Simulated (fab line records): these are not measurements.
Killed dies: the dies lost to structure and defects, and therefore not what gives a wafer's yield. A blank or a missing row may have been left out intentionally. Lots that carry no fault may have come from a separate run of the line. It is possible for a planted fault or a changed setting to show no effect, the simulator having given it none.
fab line records	flow nand-harc
[record] lots = 24	wafers = 72	last-day = 33
route steps=1302 shown A_CONTACT@1099 A_BLC@1118 A_M0@1148
lots untouched by any fault: they come from a run of this same line in which no faults occurred
start-h: hours from the record's opening day to when the first of the lot's shown wafers began	wait-h: how many hours have passed since the lot's step before this one	" as in the row above	L1.1+2: several wafers, shown together as one row	- value missing, or start not given	* or withheld: withheld	< > ~ a bound
route shown NAME@n: NAME is a module with steps in the file, n the number in the route of the first one	usual: mean/standard deviation of fault-free wafers	same: alike in all rows	chamber/n: place in a boat	sites: readings site by site	_std_site: standard deviation of those values	_edge_site: outer sites' mean less inner sites'	radius-mm: how far each site lies from the wafer's centre	mask NAME#n: copy n	behind: the last tool/chamber to shape the wafer	hold: why the lot went on hold/how many hours it stayed there/how the hold came to an end	device: the transistor (n, p or np) that didn't switch	end of line: the same wafers' tests at the end of the route	for a step that has no rows: nothing shown but its recipe	killed: not the wafer's yield, but the dies lost to structure and defects at the first sort	map: the dies of a wafer, with x for killed, . for not killed, _ for no die there
set.NAME: the setting as run; set.NAME@STEP: as run at that earlier step	model.NAME: the simulator's own value behind a step, which no gauge read
one table for each step of the route and one row for each wafer, over a sample of lots
services: a tool's chamber out of use, with start hour (start-h, from the record's first day; less than 0 if before it), hours out, and reason
[[steps]]
[step NHARC_A_CONTACT_STRIP_26]
[recipe] o2-flow-sccm = 500	ar-flow-sccm = 0	bias-w = 0	chemistry = O2
[usual] drypump-motor-current-A = 5.5/0.46	oes-product-au = 1.003/0.01	rf-vpp-V = 57.6/0.92	showerhead-plenum-p-Torr = 3.47/0.16	throttle-valve-pct = 17.037/0.0097
lot.wafer	tool	chamber	start-h	wait-h	drypump-motor-current-A	oes-product-au	rf-hours-counter-h	rf-vpp-V	showerhead-plenum-p-Torr	throttle-valve-pct
L074.2	rie-diel-13	1	-	-	5.7	0.998	30	57.3	3.63	17.034
L074.5	"	2	"	"	4.9	1.010	-	56.4	3.32	17.037
L074.6	"	3	"	"	5.6	0.990	-	57.0	3.44	17.045
L076.1	rie-diel-12	0	-	-	6.3	1.004	28	57.5	3.57	17.034
L076.2	"	2	"	"	5.4	1.000	30	56.1	3.33	17.027
L076.6	"	1	"	"	6.6	1.018	-	56.4	3.31	17.040
L077.2	rie-diel-13	3	-	-	5.6	0.992	1	57.5	3.44	17.037
L077.1	"	2	"	"	4.9	1.001	1	58.8	3.32	17.032
L077.5	"	0	"	"	5.2	1.000	-	57.6	3.53	17.027
L078.2	rie-diel-06	1	-	-	5.3	0.995	25	59.3	3.73	17.037
L078.3	"	3	"	"	5.4	0.993	22	57.7	3.28	17.022
L078.6	"	1	"	"	5.3	0.998	-	57.5	3.73	17.047
L079.3	rie-diel-06	3	-	-	5.4	0.986	23	56.7	3.29	17.039
L079.4	"	0	"	"	5.4	0.989	24	57.4	3.34	17.021
L079.5	"	2	"	"	4.9	0.999	-	58.1	3.45	17.037
L081.3	rie-diel-06	3	-	-	5.4	1.003	31	59.5	3.28	17.028
L081.2	"	1	"	"	5.3	0.997	36	58.0	3.73	17.057
L081.5	"	3	"	"	5.4	0.995	-	56.7	3.28	17.033
L075.1	rie-diel-06	1	-	-	5.3	0.997	38	57.6	3.72	17.025
L075.2	"	2	"	"	4.9	1.005	37	58.3	3.44	17.046
L075.3	"	3	"	"	5.4	1.007	35	57.9	3.28	17.040
L080.3	rie-diel-12	3	-	-	5.8	1.029	48	57.9	3.78	17.049
L080.1	"	0	"	"	6.3	0.996	55	58.5	3.56	17.025
L080.5	"	2	"	"	5.4	0.995	-	57.9	3.32	17.031
L082.2	rie-diel-12	1	-	-	6.6	1.022	54	57.6	3.30	17.026
L082.4	"	2	"	"	5.4	1.004	52	55.8	3.32	17.048
L082.1	"	0	"	"	6.3	1.003	56	57.4	3.56	17.037
L083.2	rie-diel-13	2	-	-	4.9	1.015	14	58.8	3.31	17.035
L083.1	"	3	"	"	5.6	0.992	14	56.9	3.43	17.030
L083.6	"	2	"	"	4.9	1.000	-	56.9	3.31	17.031
L084.1	rie-diel-06	2	-	-	4.9	0.997	41	57.8	3.44	17.035
L084.2	"	0	"	"	5.4	0.997	39	57.4	3.33	17.044
L084.6	"	2	"	"	4.9	1.000	-	58.7	3.44	17.032
L085.3	rie-diel-06	1	-	-	5.2	1.013	49	57.5	3.72	17.019
L085.1	"	2	"	"	4.9	1.014	49	56.2	3.44	17.037
L085.6	"	3	"	"	5.4	1.015	-	57.0	3.27	17.030
L086.1	rie-diel-06	1	-	-	5.3	0.990	51	58.7	3.72	17.042
L086.3	"	3	"	"	5.4	0.997	47	56.8	3.27	17.030
L086.5	"	1	"	"	5.2	0.998	-	59.4	3.72	17.045
L087.1	rie-diel-12	0	-	-	6.3	1.015	8	58.0	3.55	17.010
L087.4	"	1	"	"	6.6	1.009	10	57.6	3.30	17.048
L087.6	"	2	"	"	5.5	1.003	-	56.7	3.31	17.049
L090.1	rie-diel-13	3	-	-	5.6	1.006	28	57.8	3.43	17.038
L090.3	"	1	"	"	5.7	1.000	25	57.1	3.62	17.025
L090.6	"	3	"	"	5.6	1.011	-	56.7	3.43	17.036
L089.4	rie-diel-13	2	-	-	4.9	1.007	25	57.2	3.31	17.018
L089.1	"	3	"	"	5.6	1.001	28	57.1	3.43	17.031
L089.5	"	0	"	"	5.2	1.002	-	57.5	3.52	17.039
L088.1	rie-diel-13	3	-	-	5.6	0.996	30	57.0	3.42	17.023
L088.6	"	0	"	"	5.2	1.001	-	57.4	3.52	17.030
L088.5	"	1	"	"	5.7	1.003	-	59.0	3.61	17.036
L092.4	rie-diel-06	0	-	-	5.4	1.008	0	57.0	3.32	17.030
L092.3	"	1	"	"	5.3	0.993	0	57.8	3.71	17.043
L092.2	"	3	"	"	5.4	0.979	0	57.6	3.81	17.029
L091.2	rie-diel-13	1	-	-	5.7	1.007	28	59.3	3.61	17.035
L091.4	"	3	"	"	5.6	1.000	30	58.5	3.42	17.027
L091.6	"	1	"	"	5.7	0.996	-	57.4	3.61	17.038
L093.3	rie-diel-06	0	-	-	5.4	1.018	7	56.6	3.31	17.046
L093.5	"	1	"	"	5.2	1.004	-	59.1	3.71	17.046
L093.6	"	2	"	"	4.9	1.003	-	56.9	3.42	17.033
L095.1	rie-diel-12	2	-	-	5.5	0.999	40	56.7	3.29	17.035
L095.5	"	1	"	"	6.6	0.998	-	57.7	3.28	17.035
L095.6	"	2	"	"	5.5	0.983	-	58.1	3.29	17.036
L096.3	rie-diel-13	1	-	-	5.7	1.005	7	55.8	3.61	17.046
L096.1	"	2	"	"	4.9	1.004	6	56.5	3.30	17.025
L096.5	"	1	"	"	5.7	1.005	-	59.2	3.61	17.042
L094.1	rie-diel-12	2	-	-	5.5	0.998	41	57.1	3.29	17.036
L094.4	"	0	"	"	6.3	1.029	36	58.2	3.54	17.029
L094.5	"	3	"	"	5.9	1.031	-	58.3	3.76	17.047
L097.3	rie-diel-13	2	-	-	4.9	1.003	8	54.7	3.30	17.040
L097.1	"	0	"	"	5.2	0.993	6	58.6	3.51	17.064
L097.6	"	3	"	"	5.6	0.985	-	57.0	3.42	17.038
[step NHARC_A_CONTACT_ALD_18]
[recipe] target-thk-a = 30	pulse-time-s = 1	ald-cycles = 150	temp-c = 450	material = TiN
[usual] heater-power-w = 1094/110	precursor-pulse-height-rel = 0.997/0.02
lot.wafer	tool	chamber	start-h	wait-h	heater-power-w	precursor-pulse-height-rel
L074.2	ald-metal-01	3	512.78	-	1283	0.972
L074.6	"	3	"	"	1299	1.042
L074.5	"	0	"	"	1045	0.991
L076.1	ald-metal-04	3	529.83	-	1162	0.992
L076.2	"	0	"	"	983	0.970
L076.6	"	3	"	"	1182	0.997
L077.2	ald-metal-03	1	532.38	-	900	0.961
L077.1	"	2	"	"	1154	1.006
L077.5	"	0	"	"	1106	1.001
L078.3	ald-metal-01	1	550.43	-	1115	0.995
L078.2	"	2	"	"	1053	0.989
L078.6	"	2	"	"	1036	1.020
L079.3	ald-metal-03	2	560.44	-	1203	1.027
L079.4	"	0	"	"	1043	0.957
L079.5	"	2	"	"	1174	0.982
L081.3	ald-metal-01	2	589.06	-	1054	1.015
L081.2	"	0	"	"	963	0.987
L081.5	"	1	"	"	1110	0.967
L075.2	ald-metal-03	1	593.43	-	940	0.997
L075.3	"	2	"	"	1227	0.996
L075.1	"	0	"	"	1041	0.968
L080.3	ald-metal-01	1	595.42	-	1106	1.045
L080.1	"	3	"	"	1211	1.032
L080.5	"	1	"	"	1132	0.990
L082.4	ald-metal-03	3	604.36	-	969	1.014
L082.1	"	0	"	"	1073	0.973
L082.2	"	2	"	"	1198	1.001
L083.1	ald-metal-04	0	607.87	-	987	1.001
L083.2	"	2	"	"	1214	0.995
L083.6	"	1	"	"	1304	0.982
L084.1	ald-metal-01	3	608.48	-	1254	1.056
L084.2	"	2	"	"	1064	0.992
L084.6	"	3	"	"	1232	0.986
L085.1	ald-metal-04	2	629.85	-	1206	0.999
L085.3	"	0	"	"	992	1.006
L085.6	"	3	"	"	1180	0.974
L086.1	ald-metal-03	3	639.55	-	995	0.992
L086.3	"	0	"	"	1053	0.996
L086.5	"	0	"	"	1046	1.010
L087.4	ald-metal-03	2	654.77	-	1172	1.006
L087.1	"	3	"	"	1009	0.992
L087.6	"	2	"	"	1199	0.993
L090.1	ald-metal-03	2	659.84	-	1187	0.991
L090.3	"	0	"	"	1067	0.984
L090.6	"	1	"	"	916	0.977
L089.4	ald-metal-01	3	660.78	-	1200	0.987
L089.1	"	1	"	"	1127	1.020
L089.5	"	3	"	"	1229	0.975
L088.1	ald-metal-03	2	671.65	-	1211	1.002
L088.5	"	0	"	"	1032	1.019
L088.6	"	1	"	"	936	0.985
L092.3	ald-metal-04	3	673.34	-	1130	0.984
L092.2	"	2	"	"	1245	1.031
L092.4	"	2	"	"	1215	1.002
L091.2	ald-metal-03	0	676.92	-	1067	0.985
L091.4	"	0	"	"	1063	1.022
L091.6	"	2	"	"	1203	1.001
L093.3	ald-metal-01	1	697.86	-	1122	1.001
L093.5	"	0	"	"	972	1.011
L093.6	"	1	"	"	1124	0.983
L095.1	ald-metal-03	3	730.58	-	1015	0.976
L095.6	"	0	"	"	1062	1.020
L095.5	"	1	"	"	927	0.994
L096.3	ald-metal-01	0	732.95	-	1003	0.988
L096.1	"	1	"	"	1127	1.009
L096.5	"	0	"	"	994	0.981
L094.4	ald-metal-01	3	736.64	-	1261	0.985
L094.1	"	1	"	"	1143	1.006
L094.5	"	3	"	"	1250	0.991
L097.3	ald-metal-04	2	740.47	-	1223	0.996
L097.1	"	3	"	"	1133	1.043
L097.6	"	1	"	"	1257	0.997
[step NHARC_A_BLC_OVL_MEAS_11]
[usual] overlay-x-nm = -0.1/0.85	overlay-y-nm = 0.2/0.67
lot.wafer	tool	chamber	start-h	wait-h	overlay-x-nm	overlay-y-nm
L074.2	overlay-02	-	514.87	-	0.7	-0.2
L074.5	"	-	"	"	1.3	-0.8
L074.6	"	-	"	"	0.5	-0.6
L076.1	overlay-02	-	531.92	-	0.4	-0.3
L076.2	"	-	"	"	0.0	-0.5
L076.6	"	-	"	"	-0.2	-0.2
L077.1	overlay-02	-	534.43	-	0.1	-0.2
L077.2	"	-	"	"	0.3	0.0
L077.5	"	-	"	"	0.3	0.3
L078.2	overlay-02	-	552.54	-	0.2	0.5
L078.3	"	-	"	"	0.6	1.1
L078.6	"	-	"	"	-0.1	0.4
L079.3	overlay-02	-	562.40	-	0.1	0.2
L079.4	"	-	"	"	0.6	0.4
L079.5	"	-	"	"	0.6	-0.4
L081.2	overlay-01	-	591.14	-	-1.4	0.1
L081.3	"	-	"	"	-0.7	0.3
L081.5	"	-	"	"	-1.2	-0.3
L075.1	overlay-02	-	595.54	-	-2.0	0.7
L075.2	"	-	"	"	-1.8	0.6
L075.3	"	-	"	"	-1.5	0.3
L080.1	overlay-01	-	597.50	-	0.1	0.2
L080.3	"	-	"	"	0.4	-0.2
L080.5	"	-	"	"	0.3	-0.1
L082.1	overlay-01	-	606.32	-	0.1	0.1
L082.2	"	-	"	"	0.8	-0.2
L082.4	"	-	"	"	0.2	-0.4
L083.1	overlay-02	-	609.95	-	1.0	0.1
L083.2	"	-	"	"	1.2	0.1
L083.6	"	-	"	"	0.7	-0.4
L084.1	overlay-02	-	610.57	-	-1.8	0.2
L084.2	"	-	"	"	-1.9	0.4
L084.6	"	-	"	"	-1.9	0.5
L085.1	overlay-02	-	631.93	-	0.2	0.8
L085.3	"	-	"	"	-0.2	0.5
L085.6	"	-	"	"	0.7	0.6
L086.1	overlay-02	-	641.66	-	-0.4	0.0
L086.3	"	-	"	"	-0.4	0.1
L086.5	"	-	"	"	0.3	0.0
L087.1	overlay-01	-	656.85	-	-1.2	0.7
L087.4	"	-	"	"	-1.0	-0.1
L087.6	"	-	"	"	-1.3	0.7
L090.1	overlay-02	-	661.89	-	1.9	1.3
L090.3	"	-	"	"	1.3	1.7
L090.6	"	-	"	"	1.9	1.4
L089.1	overlay-01	-	662.88	-	-0.6	-0.6
L089.4	"	-	"	"	-0.5	-0.3
L089.5	"	-	"	"	-1.3	-0.5
L088.1	overlay-02	-	673.59	-	-0.2	0.1
L088.5	"	-	"	"	-0.6	0.0
L088.6	"	-	"	"	-0.8	0.2
L092.2	overlay-02	-	675.48	-	-0.6	-0.9
L092.3	"	-	"	"	-0.2	-1.2
L092.4	"	-	"	"	-0.8	-0.4
L091.2	overlay-02	-	678.91	-	-0.5	0.3
L091.4	"	-	"	"	-1.1	0.8
L091.6	"	-	"	"	-0.7	0.7
L093.3	overlay-01	-	700.05	-	0.7	0.6
L093.5	"	-	"	"	0.8	0.2
L093.6	"	-	"	"	0.6	0.7
L095.1	overlay-02	-	732.60	-	-0.3	-1.1
L095.5	"	-	"	"	-0.1	-0.4
L095.6	"	-	"	"	-0.4	-0.9
L096.1	overlay-01	-	735.04	-	0.5	0.8
L096.3	"	-	"	"	0.4	0.5
L096.5	"	-	"	"	0.2	0.2
L094.1	overlay-02	-	738.60	-	-0.6	2.1
L094.4	"	-	"	"	-0.7	1.0
L094.5	"	-	"	"	-0.5	1.5
L097.1	overlay-01	-	742.55	-	0.3	-0.1
L097.3	"	-	"	"	0.5	-0.6
L097.6	"	-	"	"	-0.1	-0.7
[step NHARC_A_BLC_STRIP_29]
[recipe] cf4-flow-sccm = 150	ar-flow-sccm = 0	bias-w = 0	chemistry = CF4
[usual] drypump-motor-current-A = 5.7/0.42	oes-product-au = 0.999/0.0094	rf-vpp-V = 59.6/0.98	showerhead-plenum-p-Torr = 1.80/0.063	throttle-valve-pct = 13.284/0.0083
lot.wafer	tool	chamber	start-h	wait-h	drypump-motor-current-A	oes-product-au	rf-hours-counter-h	rf-vpp-V	showerhead-plenum-p-Torr	throttle-valve-pct
L074.2	rie-diel-05	0	516.04	0.1	5.2	0.981	8	59.3	1.79	13.293
L074.6	"	1	"	"	5.7	0.995	-	61.7	1.85	13.292
L074.5	"	2	"	"	6.3	0.990	-	58.6	1.71	13.276
L076.1	rie-diel-01	1	533.06	0.1	5.3	1.015	9	59.8	1.89	13.283
L076.2	"	3	"	"	5.9	0.999	10	58.2	1.79	13.281
L076.6	"	1	"	"	5.3	1.008	-	59.8	1.89	13.290
L077.2	rie-diel-05	1	535.58	0.1	5.7	0.988	10	59.1	1.85	13.287
L077.1	"	3	"	"	6.0	1.009	9	60.8	1.83	13.272
L077.5	"	1	"	"	5.7	0.990	-	61.2	1.85	13.277
L078.3	rie-diel-05	1	553.69	0.1	5.7	0.999	12	60.2	1.85	13.281
L078.2	"	3	"	"	6.0	1.006	11	60.1	1.83	13.292
L078.6	"	0	"	"	5.2	0.995	-	59.1	1.78	13.269
L079.3	rie-diel-05	1	564.22	0.1	5.7	1.003	13	59.9	1.85	13.285
L079.4	"	0	"	"	5.2	0.991	-	59.2	1.78	13.293
L079.5	"	1	"	"	5.7	1.001	-	59.6	1.85	13.272
L081.2	rie-diel-01	2	592.67	0.1	5.6	1.003	1	61.0	1.84	13.279
L081.3	"	0	"	"	5.1	1.008	1	58.4	1.77	13.280
L081.5	"	3	"	"	5.9	0.996	-	59.3	1.79	13.295
L075.2	rie-diel-05	2	596.68	0.1	6.3	0.995	0	61.0	1.71	13.281
L075.3	"	3	"	"	6.1	1.008	0	60.8	1.83	13.296
L075.1	"	1	"	"	5.7	1.002	0	61.1	1.85	13.282
L080.3	rie-diel-01	1	598.84	0.1	5.3	0.988	2	60.1	1.89	13.282
L080.1	"	2	"	"	5.6	0.998	2	59.1	1.84	13.295
L080.5	"	1	"	"	5.3	1.007	-	59.3	1.89	13.276
L082.4	rie-diel-01	0	607.67	0.1	5.1	0.994	2	60.0	1.77	13.286
L082.2	"	1	"	"	5.3	1.000	2	58.0	1.89	13.280
L082.1	"	2	"	"	5.6	1.004	2	59.7	1.84	13.299
L083.2	rie-diel-09	2	611.61	0.1	5.6	0.991	32	58.9	1.64	13.292
L083.1	"	1	"	"	6.3	0.994	29	60.6	1.85	13.275
L083.6	"	2	"	"	5.6	1.000	-	57.8	1.64	13.283
L084.2	rie-diel-05	3	611.73	0.1	6.0	0.998	3	60.1	1.83	13.280
L084.1	"	1	"	"	5.7	0.982	2	60.4	1.85	13.291
L084.6	"	3	"	"	6.0	0.988	-	60.9	1.83	13.283
L085.3	rie-diel-09	2	633.07	0.1	5.6	0.997	39	58.3	1.64	13.282
L085.1	"	1	"	"	6.3	0.987	36	59.7	1.85	13.280
L085.6	"	2	"	"	5.6	1.005	-	59.9	1.64	13.282
L086.3	rie-diel-05	3	642.79	0.1	6.0	1.001	5	60.1	1.83	13.306
L086.1	"	2	"	"	6.4	1.003	4	59.2	1.70	13.304
L086.5	"	3	"	"	6.0	1.001	-	61.3	1.83	13.287
L087.1	rie-diel-09	3	658.00	0.1	6.3	1.001	59	58.6	1.86	13.281
L087.4	"	3	"	"	6.3	1.007	-	59.0	1.86	13.299
L087.6	"	1	"	"	6.3	0.994	-	60.0	1.85	13.273
L090.1	rie-diel-05	3	663.30	0.1	6.0	0.995	7	59.9	1.83	13.284
L090.3	"	2	"	"	6.4	0.987	6	59.6	1.70	13.288
L090.6	"	3	"	"	6.0	0.987	-	58.5	1.83	13.277
L089.4	rie-diel-05	3	664.04	0.1	6.0	0.994	7	61.7	1.83	13.284
L089.1	"	0	"	"	5.2	1.005	7	60.1	1.78	13.286
L089.5	"	3	"	"	6.0	0.987	-	58.0	1.83	13.276
L088.1	rie-diel-01	0	674.76	0.1	5.2	1.009	7	58.9	1.77	13.268
L088.6	"	1	"	"	5.3	1.014	-	60.2	1.89	13.289
L088.5	"	2	"	"	5.7	1.005	-	61.6	1.84	13.277
L092.2	rie-diel-01	1	676.61	0.1	5.3	1.011	7	59.0	1.89	13.279
L092.3	"	2	"	"	5.6	0.997	8	58.5	1.84	13.289
L092.4	"	3	"	"	6.0	1.005	8	59.5	1.79	13.275
L091.4	rie-diel-05	2	680.08	0.1	6.3	1.009	7	59.3	1.70	13.282
L091.2	"	3	"	"	6.0	1.003	8	59.0	1.83	13.279
L091.6	"	0	"	"	5.2	1.019	-	58.4	1.78	13.292
L093.3	rie-diel-01	0	701.19	0.1	5.1	0.991	9	59.7	1.77	13.292
L093.5	"	0	"	"	5.2	1.014	-	58.2	1.77	13.279
L093.6	"	1	"	"	5.3	1.007	-	59.9	1.89	13.288
L095.1	rie-diel-01	3	733.74	0.1	5.9	1.011	11	59.7	1.78	13.289
L095.5	"	3	"	"	5.9	1.000	-	60.6	1.78	13.262
L095.6	"	0	"	"	5.1	1.004	-	59.1	1.77	13.305
L096.3	rie-diel-05	2	736.18	0.1	6.3	1.001	12	58.9	1.70	13.279
L096.1	"	1	"	"	5.7	0.993	13	61.1	1.84	13.287
L096.5	"	3	"	"	6.0	1.001	-	62.0	1.82	13.270
L094.1	rie-diel-05	3	740.30	0.1	6.0	0.996	14	59.9	1.82	13.277
L094.4	"	1	"	"	5.7	0.975	13	59.5	1.84	13.282
L094.5	"	0	"	"	5.2	1.007	-	59.2	1.78	13.274
L097.1	rie-diel-05	2	743.68	0.1	6.3	1.020	13	58.5	1.70	13.283
L097.3	"	0	"	"	5.2	1.007	14	58.0	1.78	13.292
L097.6	"	2	"	"	6.4	1.011	-	59.6	1.70	13.277
[step NHARC_A_M0_OVL_MEAS_10]
[recipe] pitch-nm = 160
[usual] overlay-x-nm = -0.1/0.8	overlay-y-nm = 0.2/0.76
lot.wafer	tool	chamber	start-h	wait-h	overlay-x-nm	overlay-y-nm
L074.2	overlay-01	-	518.97	-	-0.3	-1.2
L074.5	"	-	"	"	-0.2	-0.4
L074.6	"	-	"	"	-0.1	-0.9
L076.1	overlay-01	-	535.95	-	1.1	0.3
L076.2	"	-	"	"	0.5	0.9
L076.6	"	-	"	"	0.6	1.3
L077.1	overlay-02	-	538.47	-	-2.3	0.7
L077.2	"	-	"	"	-2.6	0.3
L077.5	"	-	"	"	-2.5	0.0
L078.2	overlay-01	-	556.57	-	-0.1	-0.7
L078.3	"	-	"	"	-0.2	-0.3
L078.6	"	-	"	"	-0.5	-0.3
L079.3	overlay-02	-	567.28	-	-0.5	-0.4
L079.4	"	-	"	"	-0.2	-0.4
L079.5	"	-	"	"	0.6	0.1
L081.2	overlay-01	-	595.56	-	-1.3	0.1
L081.3	"	-	"	"	-0.8	0.2
L081.5	"	-	"	"	-1.1	-0.4
L075.1	overlay-01	-	599.60	-	0.8	0.3
L075.2	"	-	"	"	0.9	-0.5
L075.3	"	-	"	"	0.8	0.5
L080.1	overlay-01	-	601.71	-	0.6	-0.5
L080.3	"	-	"	"	0.1	-0.2
L080.5	"	-	"	"	0.6	-0.4
L082.1	overlay-01	-	610.60	-	0.0	-1.6
L082.2	"	-	"	"	0.8	-1.5
L082.4	"	-	"	"	0.5	-1.7
L083.1	overlay-02	-	614.51	-	0.1	0.4
L083.2	"	-	"	"	0.2	0.3
L083.6	"	-	"	"	-0.5	0.6
L084.1	overlay-01	-	614.95	-	-0.4	0.4
L084.2	"	-	"	"	-0.2	0.4
L084.6	"	-	"	"	0.6	0.9
L085.1	overlay-02	-	635.86	-	-0.8	0.1
L085.3	"	-	"	"	-1.2	-0.1
L085.6	"	-	"	"	-0.8	-0.1
L086.1	overlay-02	-	645.56	-	-0.9	0.9
L086.3	"	-	"	"	-0.3	0.8
L086.5	"	-	"	"	0.0	1.1
L087.1	overlay-01	-	660.93	-	1.0	0.3
L087.4	"	-	"	"	0.9	1.0
L087.6	"	-	"	"	-0.3	0.4
L090.1	overlay-02	-	666.11	-	0.7	0.8
L090.3	"	-	"	"	0.6	0.2
L090.6	"	-	"	"	1.0	0.6
L089.1	overlay-01	-	666.98	-	0.4	1.0
L089.4	"	-	"	"	0.5	0.5
L089.5	"	-	"	"	0.0	1.1
L088.1	overlay-01	-	677.63	-	0.0	0.3
L088.5	"	-	"	"	1.4	0.9
L088.6	"	-	"	"	1.2	1.7
L092.2	overlay-01	-	679.38	-	-0.4	-0.9
L092.3	"	-	"	"	-1.2	-1.5
L092.4	"	-	"	"	-1.2	-0.6
L091.2	overlay-01	-	682.94	-	1.0	0.9
L091.4	"	-	"	"	0.7	1.2
L091.6	"	-	"	"	-0.2	1.2
L093.3	overlay-01	-	704.08	-	-0.5	-0.9
L093.5	"	-	"	"	-0.7	-0.3
L093.6	"	-	"	"	-0.7	-1.3
L095.1	overlay-01	-	736.50	-	-0.5	-0.5
L095.5	"	-	"	"	-0.6	0.0
L095.6	"	-	"	"	-0.4	-0.8
L096.1	overlay-01	-	739.50	-	-0.2	1.2
L096.3	"	-	"	"	-0.1	0.6
L096.5	"	-	"	"	0.0	0.9
L094.1	overlay-01	-	743.11	-	0.0	0.6
L094.4	"	-	"	"	1.1	1.2
L094.5	"	-	"	"	0.2	1.5
L097.1	overlay-02	-	746.59	-	-0.2	0.5
L097.3	"	-	"	"	0.0	0.0
L097.6	"	-	"	"	0.1	1.0
[step NHARC_A_M0_INSPECT_11]
[usual] raw-defect-count = 85/43
lot.wafer	tool	chamber	start-h	wait-h	raw-defect-count
L074.2	defect-inspect-01	-	519.02	0.0	149
L074.5	"	-	"	"	137
L074.6	"	-	"	"	155
L076.1	defect-inspect-02	-	535.99	0.0	51
L076.2	"	-	"	"	73
L076.6	"	-	"	"	66
L077.1	defect-inspect-01	-	538.51	0.0	104
L077.2	"	-	"	"	114
L077.5	"	-	"	"	116
L078.2	defect-inspect-02	-	556.61	0.0	19
L078.3	"	-	"	"	14
L078.6	"	-	"	"	19
L079.3	defect-inspect-02	-	567.31	0.0	75
L079.4	"	-	"	"	61
L079.5	"	-	"	"	69
L081.2	defect-inspect-01	-	595.59	0.0	23
L081.3	"	-	"	"	29
L081.5	"	-	"	"	20
L075.1	defect-inspect-02	-	599.64	0.0	102
L075.2	"	-	"	"	134
L075.3	"	-	"	"	124
L080.1	defect-inspect-02	-	601.75	0.0	114
L080.3	"	-	"	"	119
L080.5	"	-	"	"	119
L082.1	defect-inspect-01	-	610.64	0.0	75
L082.2	"	-	"	"	90
L082.4	"	-	"	"	89
L083.1	defect-inspect-01	-	614.54	0.0	136
L083.2	"	-	"	"	119
L083.6	"	-	"	"	140
L084.1	defect-inspect-02	-	614.98	0.0	51
L084.2	"	-	"	"	44
L084.6	"	-	"	"	43
L085.1	defect-inspect-02	-	635.90	0.0	16
L085.3	"	-	"	"	16
L085.6	"	-	"	"	24
L086.1	defect-inspect-01	-	645.60	0.0	162
L086.3	"	-	"	"	162
L086.5	"	-	"	"	165
L087.1	defect-inspect-02	-	660.97	0.0	65
L087.4	"	-	"	"	75
L087.6	"	-	"	"	67
L090.1	defect-inspect-02	-	666.14	0.0	22
L090.3	"	-	"	"	31
L090.6	"	-	"	"	23
L089.1	defect-inspect-02	-	667.01	0.0	140
L089.4	"	-	"	"	138
L089.5	"	-	"	"	152
L088.1	defect-inspect-02	-	677.67	0.0	121
L088.5	"	-	"	"	100
L088.6	"	-	"	"	130
L092.2	defect-inspect-02	-	679.42	0.0	59
L092.3	"	-	"	"	69
L092.4	"	-	"	"	66
L091.2	defect-inspect-01	-	682.97	0.0	118
L091.4	"	-	"	"	125
L091.6	"	-	"	"	113
L093.3	defect-inspect-01	-	704.12	0.0	109
L093.5	"	-	"	"	120
L093.6	"	-	"	"	110
L095.1	defect-inspect-01	-	736.54	0.0	87
L095.5	"	-	"	"	85
L095.6	"	-	"	"	85
L096.1	defect-inspect-01	-	739.53	0.0	29
L096.3	"	-	"	"	19
L096.5	"	-	"	"	22
L094.1	defect-inspect-02	-	743.15	0.0	79
L094.4	"	-	"	"	86
L094.5	"	-	"	"	78
L097.1	defect-inspect-01	-	746.63	0.0	99
L097.3	"	-	"	"	89
L097.6	"	-	"	"	92
[[services]]
tool	chamber	start-h	hours	kind
ald-metal-01	3	499.52	7.9	repair
rie-diel-13	-	519.00	9.0	pm
ald-metal-01	2	519.07	7.1	repair
ald-metal-03	1	521.24	3.6	repair
ald-metal-01	-	526.00	10.0	pm
ald-metal-01	3	548.06	4.9	repair
rie-diel-05	3	556.48	12.2	repair
ald-metal-03	-	568.00	10.0	pm
rie-diel-05	-	583.79	9.0	pm
rie-diel-06	-	595.66	1.1	repair
ald-metal-01	1	600.78	6.1	repair
rie-diel-05	2	602.87	7.9	repair
rie-diel-06	3	659.80	7.1	repair
rie-diel-06	-	662.19	9.0	pm
ald-metal-03	3	662.86	33.8	repair
rie-diel-05	2	680.52	1.8	repair
rie-diel-06	0	684.17	3.9	repair
rie-diel-06	3	685.44	4.0	repair
ald-metal-01	1	685.55	5.6	repair
rie-diel-13	-	696.00	9.0	pm
ald-metal-03	3	706.05	7.9	repair
ald-metal-03	1	717.69	3.5	repair
rie-diel-05	0	719.12	3.6	repair
rie-diel-05	1	725.06	4.5	repair
[[key]]
fault none
